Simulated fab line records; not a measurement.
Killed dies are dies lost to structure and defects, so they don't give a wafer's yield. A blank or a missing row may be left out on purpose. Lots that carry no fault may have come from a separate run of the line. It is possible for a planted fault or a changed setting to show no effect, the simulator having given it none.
2 desks looking at one fault | flow n5-finfet | each desk holds nothing but its own numbers, with what lay behind them at the end

## FOR THE TOOL OWNER'S DESK: ald-metal-04
The tool's own readings at N5_BEOL_M1_ALD_84 (deposits TaN, pulse time 2 s, purge time 3 s, co reactant purge time 2 s): means of the sampled wafers that have a number, for each lot that ran on this tool. Marked OUT: a lot whose mean sits more than 4 standard deviations from the usual mean, which makes it out of limits; the brackets give that distance.
Columns: A = heater-power-w at N5_BEOL_M1_ALD_84, usual 434 W
lot  | first seen here | A
L544 | day 10 13:04    | 390
L545 | day 10 20:12    | 419
L547 | day 11 00:58    | 371
This desk's verdict: no lot among the 3 shows anything out of limits.

## METROLOGY DESK
Means of the sampled wafers that have a number, per lot and without regard to the tool the lot ran on: this is what the gauges read. Marked OUT: a lot whose mean sits more than 4 standard deviations from the usual mean, which makes it out of limits; the brackets give that distance. Readings shown: 7 out of 14 (the first out of limits, and those lying furthest out on some lot).
Columns: A = CHAIN_V0 at N5_BEOL_M4_RC_MEAS_101, usual 241 ohm/link; B = CHAIN_V0_max_site at N5_BEOL_M4_RC_MEAS_101, usual 250 ohm/link; C = DIBL_N at N5_BEOL_M4_RC_MEAS_101, usual 36.1 mV/V; D = SERP_M1 at N5_BEOL_M4_RC_MEAS_101, usual 205 ohm/um; E = SERP_M1_max_site at N5_BEOL_M4_RC_MEAS_101, usual 217 ohm/um; F = SS_N at N5_BEOL_M4_RC_MEAS_101, usual 71.6 mV/dec; G = VT_N at N5_BEOL_M4_RC_MEAS_101, usual 249 mV
lot  | first seen here | A              | B              | C    | D   | E   | F    | G
L530 | day 10 20:59    | 248            | 257            | 37.4 | 239 | 250 | 71.6 | 249
L531 | day 12 07:51    | 242            | 254            | 33.9 | 189 | 206 | 70.5 | 252
L535 | day 13 01:20    | 231            | 239            | 37.4 | 191 | 205 | 72.4 | 248
L545 | day 15 08:42    | 304 (+4.9) OUT | 319 (+4.9) OUT | 35.2 | 210 | 220 | 71.3 | 250
L544 | day 15 12:17    | 310 (+5.3) OUT | 318 (+4.9) OUT | 39.2 | 242 | 256 | 71.8 | 243
L547 | day 15 19:12    | 284            | 296            | 34.9 | 234 | 259 | 72.1 | 251
L550 | day 15 22:50    | 253            | 260            | 37.8 | 220 | 232 | 71.6 | 248
L552 | day 16 04:26    | 232            | 243            | 37.1 | 197 | 211 | 71.2 | 248
L553 | day 17 10:15    | 235            | 246            | 38.3 | 184 | 196 | 72.5 | 246
Per this desk, out of limits: L544, L545; the first was L545, day 15 08:42 (CHAIN_V0 at N5_BEOL_M4_RC_MEAS_101). Within limits: L530, L531, L535, L547, L550, L552, L553.

## ALL TOGETHER
The metrology desk could have raised an alarm at day 15 08:42, on L544, L545.
Nothing out of limits was seen by the tool owner's desk.
Tool owner's desk: L544, L545 on record, inside its limits.
N5_BEOL_M1_ALD_84 was run on ald-metal-04 by each of the lots named.

## WHAT WAS PUT IN BY THE SIMULATOR
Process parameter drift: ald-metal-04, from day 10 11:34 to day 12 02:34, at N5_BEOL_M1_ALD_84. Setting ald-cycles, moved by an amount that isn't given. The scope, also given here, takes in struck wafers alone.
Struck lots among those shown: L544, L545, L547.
Delay in hours, fault start to first out-of-limits reading, per desk: metrology desk 117.
